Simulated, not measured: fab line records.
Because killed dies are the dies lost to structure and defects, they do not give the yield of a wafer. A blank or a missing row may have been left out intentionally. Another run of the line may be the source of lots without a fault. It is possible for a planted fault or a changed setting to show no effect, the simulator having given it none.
fab line records | flow n5Finfet
record lots=9 | wafers=27 | lastDay=18
route steps=1938 shown ZERO_LAYER@2 WELL_APT@30 PMOS_HMC_CHANNEL_EPI@81 BEOL_M4@1111 PASSIVATION@1936
lots that met no fault: from a run of the same line without faults
startH: the number of hours between the record's first day and the start of the first shown wafer of the lot | waitH: hours since the lot's step before | " same as the row above | L1.1+2: a row that stands for several wafers | - value missing, or start not given | * or withheld: withheld | < > ~ a bound
route shown NAME@n: a module of which the file shows steps, and the number in the route of the first | usual: the fault-free wafers' mean and standard deviation | same: alike in all rows | chamber/n: place in a boat | sites: each site's reading | _std_site: the standard deviation of these | _edge_site: the outer-site mean with the inner-site mean subtracted | radiusMm: how far each site lies from the wafer's centre | mask NAME#n: copy n | behind: tool/chamber where the wafer was last shaped | hold: why the lot was held/for how many hours/how that ended | device: whichever transistor did not switch (one of n, p or np) | end of line: at the end of the route, the tests of the same wafers | a step given without rows: its recipe and nothing more | killed: at the first sort, the dies lost to defects and structure; wafer yield is something else | map: shows each die of a wafer: x if killed, . if not, _ if none is there
set.NAME: setting as actually run; set.NAME@STEP: the setting as run at that earlier step | model.NAME: the simulator's own value behind a step, which no gauge read
the route's steps for a sample of lots (tables are steps, rows are wafers)
services: when a tool's chamber went out of use (startH, in hours from the record's first day, below 0 if earlier), for how many hours, and the reason
## steps
# step N5_ZERO_LAYER_PRECLEAN_00
# recipe chemistry=SPM | timeS=600 | tempC=120 | mix=4:1
lot.wafer  | tool        | chamber | startH | waitH
L385.1+3+5 | wetBench-06 | 5,0,2   | 18.07  | 0.0
L388.2+3+6 | wetBench-06 | 2,0,1   | 36.07  | 0.0
L391.3+4+6 | wetBench-03 | 6,2,7   | 54.07  | 0.0
L397.3+4+5 | wetBench-02 | 5,1,6   | 90.07  | 0.0
L398.1+3+4 | wetBench-06 | 2,6,1   | 96.07  | 0.0
L402.1+2+3 | wetBench-03 | 6,0,3   | 120.07 | 0.0
L403.2+4+6 | wetBench-02 | 2,1,0   | 126.07 | 0.0
L406.1+4+5 | wetBench-06 | 6,5,1   | 144.07 | 0.0
L407.1+3+6 | wetBench-03 | 1,4,5   | 150.07 | 0.0
# step N5_ZERO_LAYER_PECVD_02
# recipe material=SiO2 | targetThkA=100 | tempC=400 | precursor=SiH4/N2O | pressureTorr=0.75 | rfW=275 | timeS=6
# usual heaterPowerW=802/93 | showerheadPlenumPTorr=8.10/0.1
lot.wafer | tool     | chamber | startH | waitH | heaterPowerW | showerheadPlenumPTorr
L385.1    | pecvd-03 | 2       | 18.29  | 0.0   | 739          | 8.18
L385.3    | "        | 1       | "      | "     | 726          | 7.94
L385.5    | "        | 0       | "      | "     | 901          | 8.00
L388.2    | pecvd-03 | 2       | 36.28  | 0.0   | 770          | 8.15
L388.3    | "        | 1       | "      | "     | 780          | 7.96
L388.6    | "        | 2       | "      | "     | 770          | 8.16
L391.3    | pecvd-02 | 2       | 54.28  | 0.0   | 968          | 8.13
L391.4    | "        | 2       | "      | "     | 955          | 8.11
L391.6    | "        | 0       | "      | "     | 706          | 8.08
L397.3    | pecvd-02 | 0       | 90.28  | 0.0   | 661          | 8.07
L397.4    | "        | 1       | "      | "     | 946          | 8.27
L397.5    | "        | 2       | "      | "     | 879          | 8.12
L398.1    | pecvd-02 | 1       | 96.30  | 0.0   | 987          | 8.29
L398.3    | "        | 0       | "      | "     | 720          | 8.08
L398.4    | "        | 0       | "      | "     | 709          | 8.07
L402.1    | pecvd-01 | 2       | 120.28 | 0.0   | 764          | 8.06
L402.2    | "        | 1       | "      | "     | 730          | 8.24
L402.3    | "        | 0       | "      | "     | 804          | 8.13
L403.2    | pecvd-02 | 1       | 126.28 | 0.0   | 1010         | 8.28
L403.4    | "        | 1       | "      | "     | 1025         | 8.28
L403.6    | "        | 2       | "      | "     | 839          | 8.15
L406.1    | pecvd-01 | 2       | 144.28 | 0.0   | 895          | 8.06
L406.4    | "        | 2       | "      | "     | 878          | 8.06
L406.5    | "        | 1       | "      | "     | 750          | 8.26
L407.1    | pecvd-03 | 0       | 150.30 | 0.0   | 861          | 7.99
L407.3    | "        | 1       | "      | "     | 760          | 7.99
L407.6    | "        | 1       | "      | "     | 770          | 7.95
# step N5_ZERO_LAYER_INSPECT_20
# recipe inspectInstrument=darkfield | mode=postClean
# usual rawDefectCount=36/17
lot.wafer | tool             | chamber | startH | waitH | rawDefectCount
L385.1    | defectInspect-02 | -       | 19.33  | 0.0   | 23
L385.3    | "                | -       | "      | "     | 27
L385.5    | "                | -       | "      | "     | 15
L388.2    | defectInspect-02 | -       | 37.39  | 0.0   | 29
L388.3    | "                | -       | "      | "     | 44
L388.6    | "                | -       | "      | "     | 22
L391.3    | defectInspect-01 | -       | 55.43  | 0.0   | 59
L391.4    | "                | -       | "      | "     | 38
L391.6    | "                | -       | "      | "     | 32
L397.3    | defectInspect-01 | -       | 91.39  | 0.0   | 41
L397.4    | "                | -       | "      | "     | 78
L397.5    | "                | -       | "      | "     | 58
L398.1    | defectInspect-01 | -       | 97.40  | 0.0   | 17
L398.3    | "                | -       | "      | "     | 12
L398.4    | "                | -       | "      | "     | 29
L402.1    | defectInspect-02 | -       | 129.24 | 0.0   | 38
L402.2    | "                | -       | "      | "     | 35
L402.3    | "                | -       | "      | "     | 32
L403.2    | defectInspect-01 | -       | 129.36 | 0.0   | 31
L403.4    | "                | -       | "      | "     | 36
L403.6    | "                | -       | "      | "     | 45
L406.1    | defectInspect-01 | -       | 145.40 | 0.0   | 27
L406.4    | "                | -       | "      | "     | 20
L406.5    | "                | -       | "      | "     | 566
L407.1    | defectInspect-02 | -       | 151.42 | 0.0   | 54
L407.3    | "                | -       | "      | "     | 50
L407.6    | "                | -       | "      | "     | 62
# step N5_WELL_APT_INSPECT_10
# recipe mode=adi | inspectInstrument=macro
# usual rawDefectCount=2.1/1.4
lot.wafer | tool             | chamber | startH | waitH | rawDefectCount
L385.1    | defectInspect-02 | -       | 19.81  | 0.0   | 0
L385.3    | "                | -       | "      | "     | 3
L385.5    | "                | -       | "      | "     | 3
L388.2    | defectInspect-01 | -       | 37.74  | 0.0   | 3
L388.3    | "                | -       | "      | "     | 4
L388.6    | "                | -       | "      | "     | 2
L391.3    | defectInspect-02 | -       | 55.79  | 0.0   | 2
L391.4    | "                | -       | "      | "     | 0
L391.6    | "                | -       | "      | "     | 4
L397.3    | defectInspect-01 | -       | 91.74  | 0.0   | 1
L397.4    | "                | -       | "      | "     | 0
L397.5    | "                | -       | "      | "     | 2
L398.1    | defectInspect-02 | -       | 97.88  | 0.0   | 1
L398.3    | "                | -       | "      | "     | 5
L398.4    | "                | -       | "      | "     | 1
L402.1    | defectInspect-01 | -       | 129.60 | 0.0   | 2
L402.2    | "                | -       | "      | "     | 0
L402.3    | "                | -       | "      | "     | 2
L403.2    | defectInspect-01 | -       | 129.84 | 0.0   | 4
L403.4    | "                | -       | "      | "     | 4
L403.6    | "                | -       | "      | "     | 1
L406.1    | defectInspect-02 | -       | 145.89 | 0.0   | 5
L406.4    | "                | -       | "      | "     | 3
L406.5    | "                | -       | "      | "     | >300
L407.1    | defectInspect-01 | -       | 151.78 | 0.0   | 2
L407.3    | "                | -       | "      | "     | 2
L407.6    | "                | -       | "      | "     | 2
# step N5_WELL_APT_RTA_34
# recipe tempC=1000 | timeS=10 | ambient=N2 | idleTempC=600 | rampUpCPerS=150 | rampDownCPerS=60 | coolToC=600
# usual lampPowerPct=13.01/0.057 | lamp_zone_2_pct=12.99/0.036 | lamp_zone_7_pct=13.42/0.03 | wafer_temp_C_max=1003.7/0.99
lot.wafer | tool         | chamber | startH | waitH | lampPowerPct | lamp_zone_2_pct | lamp_zone_7_pct | wafer_temp_C_max
L385.1    | rtpAnneal-02 | 0       | 22.12  | 0.0   | 13.00        | 12.97           | 13.49           | 1002.5
L385.3    | "            | 0       | "      | "     | 12.90        | 12.91           | 13.43           | 1003.5
L385.5    | "            | 0       | "      | "     | 13.01        | 12.97           | 13.47           | 1002.9
L388.2    | rtpAnneal-02 | 0       | 39.91  | 0.0   | 13.10        | 12.99           | 13.45           | 1003.1
L388.3    | "            | 0       | "      | "     | 13.08        | 13.04           | 13.38           | 1004.2
L388.6    | "            | 0       | "      | "     | 12.89        | 13.01           | 13.43           | 1004.7
L391.3    | rtpAnneal-02 | 0       | 57.87  | 0.1   | 12.94        | 12.98           | 13.38           | 1003.1
L391.4    | "            | 0       | "      | "     | 12.94        | 12.92           | 13.47           | 1003.0
L391.6    | "            | 0       | "      | "     | 13.02        | 13.05           | 13.42           | 1003.9
L397.3    | rtpAnneal-02 | 0       | 93.82  | 0.1   | 12.95        | 12.96           | 13.43           | 1004.7
L397.4    | "            | 0       | "      | "     | 13.09        | 13.02           | 13.43           | 1003.2
L397.5    | "            | 0       | "      | "     | 13.02        | 12.95           | 13.39           | 1002.3
L398.1    | rtpAnneal-02 | 0       | 99.97  | 0.0   | 12.95        | 13.02           | 13.38           | 1005.6
L398.3    | "            | 0       | "      | "     | 12.97        | 12.97           | 13.42           | 1004.5
L398.4    | "            | 0       | "      | "     | 12.99        | 12.96           | 13.46           | 1001.3
L403.2    | rtpAnneal-02 | 0       | 132.07 | 0.0   | 12.95        | 13.01           | 13.45           | 1002.8
L403.4    | "            | 0       | "      | "     | 13.00        | 12.99           | 13.42           | 1002.2
L403.6    | "            | 0       | "      | "     | 13.00        | 12.99           | 13.47           | 1003.7
L402.1    | rtpAnneal-01 | 0       | 132.48 | 0.0   | 13.10        | 13.01           | 13.39           | 1002.9
L402.2    | "            | 0       | "      | "     | 13.01        | 13.02           | 13.43           | 1005.8
L402.3    | "            | 0       | "      | "     | 12.96        | 12.96           | 13.46           | 1003.7
L406.1    | rtpAnneal-01 | 0       | 148.13 | 0.3   | 13.04        | 13.02           | 13.42           | 1002.8
L406.4    | "            | 0       | "      | "     | 12.99        | 12.95           | 13.44           | 1003.6
L406.5    | "            | 0       | "      | "     | 12.97        | 13.03           | 13.44           | 1003.5
L407.1    | rtpAnneal-01 | 0       | 153.93 | 0.0   | 13.10        | 12.96           | 13.47           | 1004.1
L407.3    | "            | 0       | "      | "     | 13.23        | 12.98           | 13.37           | 1004.2
L407.6    | "            | 0       | "      | "     | 13.07        | 13.00           | 13.47           | 1003.9
# step N5_WELL_APT_INSPECT_38
# recipe inspectInstrument=darkfield | mode=postEpi
# usual rawDefectCount=13/5.1
lot.wafer | tool             | chamber | startH | waitH | rawDefectCount
L385.1    | defectInspect-02 | -       | 23.01  | 0.6   | 22
L385.3    | "                | -       | "      | "     | 13
L385.5    | "                | -       | "      | "     | 9
L388.2    | defectInspect-02 | -       | 40.76  | 0.4   | 8
L388.3    | "                | -       | "      | "     | 7
L388.6    | "                | -       | "      | "     | 17
L391.3    | defectInspect-02 | -       | 58.72  | 0.3   | 9
L391.4    | "                | -       | "      | "     | 10
L391.6    | "                | -       | "      | "     | 15
L397.3    | defectInspect-02 | -       | 94.86  | 0.4   | 8
L397.4    | "                | -       | "      | "     | 9
L397.5    | "                | -       | "      | "     | 10
L398.1    | defectInspect-02 | -       | 101.05 | 0.7   | 16
L398.3    | "                | -       | "      | "     | 17
L398.4    | "                | -       | "      | "     | 14
L403.2    | defectInspect-02 | -       | 132.93 | 0.4   | 13
L403.4    | "                | -       | "      | "     | 21
L403.6    | "                | -       | "      | "     | 14
L402.1    | defectInspect-02 | -       | 133.55 | 0.7   | 18
L402.2    | "                | -       | "      | "     | 11
L402.3    | "                | -       | "      | "     | 15
L406.1    | defectInspect-02 | -       | 149.20 | 0.7   | 20
L406.4    | "                | -       | "      | "     | 29
L406.5    | "                | -       | "      | "     | 552
L407.1    | defectInspect-02 | -       | 154.80 | 0.5   | 24
L407.3    | "                | -       | "      | "     | 21
L407.6    | "                | -       | "      | "     | 12
# step N5_PMOS_HMC_CHANNEL_EPI_CMP_21
# recipe material=SiGe30 | postCmpClean=alkalineBrush | targetThkNm=54
# usual motorCurrentA=12.1/1.2
lot.wafer | tool   | chamber | startH | waitH | motorCurrentA
L385.1    | cmp-01 | 1       | 25.52  | 0.0   | 11.0
L385.3    | "      | 3       | "      | "     | 12.5
L385.5    | "      | 1       | "      | "     | 10.8
L388.2    | cmp-01 | 3       | 43.23  | 0.1   | 13.1
L388.3    | "      | 0       | "      | "     | 12.8
L388.6    | "      | 2       | "      | "     | 13.1
L391.3    | cmp-01 | 0       | 61.25  | 0.1   | 13.1
L391.4    | "      | 1       | "      | "     | 11.0
L391.6    | "      | 0       | "      | "     | 13.4
L397.4    | cmp-03 | 0       | 97.38  | 0.0   | 12.9
L397.3    | "      | 2       | "      | "     | 14.4
L397.5    | "      | 1       | "      | "     | 10.0
L398.3    | cmp-01 | 2       | 103.44 | 0.0   | 12.2
L398.1    | "      | 3       | "      | "     | 12.6
L398.4    | "      | 1       | "      | "     | 11.2
L403.4    | cmp-01 | 1       | 135.47 | 0.1   | 10.3
L403.2    | "      | 2       | "      | "     | 13.1
L403.6    | "      | 0       | "      | "     | 12.9
L402.2    | cmp-01 | 2       | 136.49 | 0.1   | 13.2
L402.1    | "      | 3       | "      | "     | 13.0
L402.3    | "      | 0       | "      | "     | 12.8
L406.1    | cmp-02 | 2       | 151.66 | 0.1   | 10.8
L406.4    | "      | 3       | "      | "     | 12.6
L406.5    | "      | 1       | "      | "     | 10.4
L407.1    | cmp-03 | 2       | 157.36 | 0.1   | 14.4
L407.3    | "      | 3       | "      | "     | 12.7
L407.6    | "      | 1       | "      | "     | 10.2
# step N5_BEOL_M4_RC_MEAS_101
# usual DIBL_N=36.2/1.6 | DIBL_P=36.5/1.9 | IOFF_N=0.158/0.027 | IOFF_P=0.21/0.038 | ION_N=675/12 | ION_P=464/8.9 | SS_N=71.5/0.61 | SS_P=73.4/0.59 | VT_N=250.4/3 | VT_P=-250/3.6
lot.wafer | tool      | chamber | startH | waitH | DIBL_N[mV/V] | DIBL_P[mV/V] | IOFF_N[nA/um] | IOFF_P[nA/um] | ION_N[uA/um] | ION_P[uA/um] | SS_N[mV/dec] | SS_P[mV/dec] | VT_N[mV] | VT_P[mV]
L385.1    | prober-01 | 0       | 164.40 | 0.0   | 37.7         | 38.5         | 0.175         | 0.26          | 683          | 474          | 72.3         | 74.0         | 251.0    | -247
L385.3    | "         | 0       | "      | "     | 36.3         | 36.5         | 0.146         | 0.22          | 676          | 472          | 71.1         | 73.0         | 251.9    | -250
L385.5    | "         | 0       | "      | "     | 38.5         | 39.0         | 0.194         | 0.27          | 683          | 468          | 72.0         | 74.1         | 247.4    | -245
L388.2    | prober-02 | 0       | 186.05 | 0.2   | 34.7         | 34.0         | 0.134         | 0.16          | 658          | 450          | 70.6         | 72.6         | 253.2    | -257
L388.3    | "         | 0       | "      | "     | 36.7         | 37.3         | 0.164         | 0.21          | 661          | 457          | 71.9         | 73.3         | 253.0    | -250
L388.6    | "         | 0       | "      | "     | 35.4         | 35.1         | 0.147         | 0.17          | 650          | 446          | 71.8         | 72.7         | 254.2    | -256
L391.3    | prober-01 | 0       | 211.01 | 0.3   | 34.9         | 34.8         | 0.129         | 0.20          | 673          | 465          | 71.5         | 73.4         | 255.7    | -249
L391.4    | "         | 0       | "      | "     | 34.2         | 34.6         | 0.121         | 0.19          | 665          | 461          | 71.3         | 72.7         | 254.4    | -251
L391.6    | "         | 0       | "      | "     | 36.7         | 37.9         | 0.165         | 0.25          | 685          | 474          | 72.1         | 73.2         | 248.9    | -245
L397.3    | prober-02 | 0       | 249.91 | 0.3   | 36.5         | 35.8         | 0.149         | 0.23          | 669          | 466          | 72.0         | 73.0         | 250.0    | -248
L397.4    | "         | 0       | "      | "     | 35.6         | 35.8         | 0.133         | 0.24          | 668          | 473          | 71.4         | 73.2         | 252.2    | -245
L397.5    | "         | 0       | "      | "     | 36.6         | 36.3         | 0.158         | 0.24          | 687          | 477          | 71.9         | 73.9         | 248.9    | -247
L398.1    | prober-01 | 0       | 255.25 | 0.0   | 36.2         | 37.1         | 0.157         | 0.25          | 685          | 473          | 70.6         | 73.1         | 247.2    | -246
L398.3    | "         | 0       | "      | "     | 39.3         | 40.7         | 0.232         | 0.31          | 699          | 480          | 72.4         | 74.5         | 243.7    | -241
L398.4    | "         | 0       | "      | "     | 38.4         | 39.7         | 0.198         | 0.31          | 686          | 474          | 71.0         | 74.5         | 244.2    | -240
L403.2    | prober-01 | 0       | 276.87 | 0.2   | 37.6         | 39.8         | 0.205         | 0.24          | 676          | 460          | 72.9         | 74.1         | 246.6    | -249
L403.4    | "         | 0       | "      | "     | 35.3         | 38.0         | 0.153         | 0.21          | 669          | 462          | 71.9         | 74.0         | 252.0    | -251
L403.6    | "         | 0       | "      | "     | 34.3         | 36.5         | 0.132         | 0.18          | 658          | 459          | 71.9         | 73.4         | 253.2    | -253
L402.1    | prober-01 | 0       | 281.24 | 0.0   | 35.9         | 35.2         | 0.144         | 0.20          | 699          | 475          | 71.7         | 73.5         | 248.9    | -250
L402.2    | "         | 0       | "      | "     | 37.0         | 37.2         | 0.162         | 0.23          | 691          | 467          | 71.6         | 74.1         | 248.4    | -251
L402.3    | "         | 0       | "      | "     | 38.6         | 40.1         | 0.212         | 0.30          | 705          | 488          | 72.1         | 74.0         | 245.7    | -242
L407.1    | prober-01 | 0       | 313.01 | 0.0   | 38.4         | 38.9         | 0.223         | 0.30          | 690          | 478          | 73.0         | 74.6         | 246.9    | -245
L407.3    | "         | 0       | "      | "     | 36.2         | 36.3         | 0.157         | 0.23          | 666          | 461          | 71.9         | 73.7         | 252.2    | -248
L407.6    | "         | 0       | "      | "     | 36.0         | 35.3         | 0.158         | 0.21          | 675          | 461          | 71.6         | 72.9         | 252.8    | -252
L406.1    | prober-02 | 0       | 320.57 | 0.0   | 35.0         | 34.8         | 0.149         | 0.22          | 664          | 463          | 71.1         | 72.8         | 250.4    | -248
L406.4    | "         | 0       | "      | "     | 34.2         | 34.5         | 0.141         | 0.22          | 686          | 482          | 70.4         | 73.0         | 249.9    | -248
L406.5    | "         | 0       | "      | "     | 32.9         | 33.3         | 0.116         | 0.19          | 666          | 469          | 71.3         | 73.1         | 252.7    | -251
# step N5_PASSIVATION_PROBE_49
# usual defectLimitedYield=91.3/1.7 | killed_at_M0_to_M3=33/11 | killed_at_M4_up=14/5.5 | killedAtContacts=13/6.5 | killedAtFrontEnd=39/13 | killedAtOther=3.4/2.9 | killedDies=103/20 | killedOpen=69/15 | killedShort=32/8.1 | sort_bin_5_function=5.1/1.1 | sort_bin_6_memory=3.3/0.74 | sort_bin_8_speed=0.00/0.014 | sortNPass=1077/20 | sortYieldPct=91.3/1.7
# same grossDies=1180 | killedAtBackSide=0 | sort_bin_4_leakage[%]=0
lot.wafer | tool      | chamber | startH | waitH | defectLimitedYield[%] | killed_at_M0_to_M3 | killed_at_M4_up | killedAtContacts | killedAtFrontEnd | killedAtOther | killedDies | killedOpen | killedShort | sort_bin_5_function[%] | sort_bin_6_memory[%] | sort_bin_8_speed[%] | sortNPass | sortYieldPct[%]
L406.1    | prober-02 | -       | 438.29 | 0.0   | 92.2                  | 28                 | 11              | 11               | 40               | 2             | 92         | 63         | 28          | 4.5                    | 3.0                  | 0                   | 1088      | 92.2
L406.4    | prober-02 | -       | 438.44 | 0.2   | 92.6                  | 21                 | 9               | 24               | 32               | 1             | 87         | 62         | 22          | 4.5                    | 2.7                  | 0                   | 1093      | 92.6
L406.5    | prober-02 | -       | 438.49 | 0.2   | 88.0                  | 40                 | 8               | 11               | 82               | 1             | 142        | 63         | 26          | 7.2                    | 3.5                  | 0                   | 1038      | 88.0
# killed by level:class
L406.1 STI_FIN_REVEAL:geometricParticle:open=14 MOL_CONTACT_COAG:geometricParticle:open=11 BEOL_M0_SAQP:geometricParticle:short=7 BEOL_M3:geometricParticle:open=7 FIN_SAQP:geometricParticle:short=6 FIN_SAQP:geometricParticle:open=5 BEOL_M4:geometricParticle:open=5 ILD0:geometricParticle:open=4
L406.4 MOL_CONTACT_COAG:geometricParticle:open=23 FIN_SAQP:geometricParticle:open=10 FIN_SAQP:geometricParticle:short=9 BEOL_M2:geometricParticle:open=6 BEOL_M0_SAQP:geometricParticle:open=4 BEOL_M0:geometricParticle:open=4 BEOL_M7:geometricParticle:open=3 STI_FIN_REVEAL:geometricParticle:open=2
L406.5 ZERO_LAYER:unspecified=49 BEOL_M1:geometricParticle:open=18 FIN_SAQP:geometricParticle:open=10 MOL_CONTACT_COAG:geometricParticle:open=6 BEOL_M0_SAQP:geometricParticle:open=6 FIN_SAQP:geometricParticle:short=5 STI_FIN_REVEAL:geometricParticle:open=5 BEOL_M1:geometricParticle:short=4
## services
tool         | chamber | startH | hours | kind
pecvd-02     | 0       | -4.47  | 2.1   | scheduledDown
cmp-03       | -       | 2.71   | 4.1   | repair
pecvd-02     | 2       | 21.12  | -     | clean
pecvd-02     | 2       | 21.12  | -     | consumableReplace:showerhead
pecvd-02     | 2       | 21.12  | 29.0  | scheduledDown
pecvd-02     | 2       | 21.12  | 29.0  | ventCycle
pecvd-02     | 0       | 32.25  | 5.1   | repair
pecvd-01     | -       | 35.09  | 14.6  | pm
cmp-02       | -       | 43.09  | 1.4   | repair
rtpAnneal-01 | -       | 48.52  | 4.8   | pm
pecvd-01     | -       | 49.69  | 5.5   | pm
cmp-03       | -       | 63.78  | 3.1   | repair
pecvd-01     | 2       | 73.69  | 5.1   | repair
cmp-03       | -       | 78.46  | 2.4   | repair
cmp-03       | -       | 84.40  | 12.4  | pm
cmp-03       | -       | 98.44  | 2.0   | repair
rtpAnneal-02 | -       | 100.84 | 8.3   | pm
rtpAnneal-02 | -       | 112.75 | 4.5   | pm
cmp-03       | -       | 113.38 | 2.4   | repair
pecvd-03     | -       | 114.44 | 1.2   | repair
pecvd-03     | 2       | 126.61 | 6.8   | repair
cmp-01       | -       | 139.82 | 0.6   | repair
cmp-01       | -       | 150.76 | 0.7   | repair
cmp-02       | -       | 157.47 | 4.0   | pm
## key
firstSign step=N5_ZERO_LAYER_INSPECT_20 | reading=rawDefectCount | direction=up | sigmas=31 | usual=36 | struck=566
effect step=N5_WELL_APT_INSPECT_10 | reading=rawDefectCount | direction=up | sigmas=99+ | usual=2.1 | struck=>300
effect step=N5_WELL_APT_INSPECT_38 | reading=rawDefectCount | direction=up | sigmas=99+ | usual=13 | struck=552
effect step=N5_PASSIVATION_PROBE_49 | reading=killedAtFrontEnd | direction=up | sigmas=3.3 | usual=39 | struck=82
moreKillsBornAt N5_ZERO_LAYER_PRECLEAN_00@wetBench-06=49
metAt N5_ZERO_LAYER_PRECLEAN_00
struckLots L406
struckWafers L406.5
notActingAt N5_ZERO_LAYER_PECVD_02,N5_WELL_APT_RTA_34,N5_PMOS_HMC_CHANNEL_EPI_CMP_21
onsetBetween 96.07 144.07
fault kind=chamberParticleSource | tool=wetBench-06 | chamber=1 | onsetH=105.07 | steps=N5_ZERO_LAYER_PRECLEAN_00 | ratePerVisitCm2=0.79969 | endH=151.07
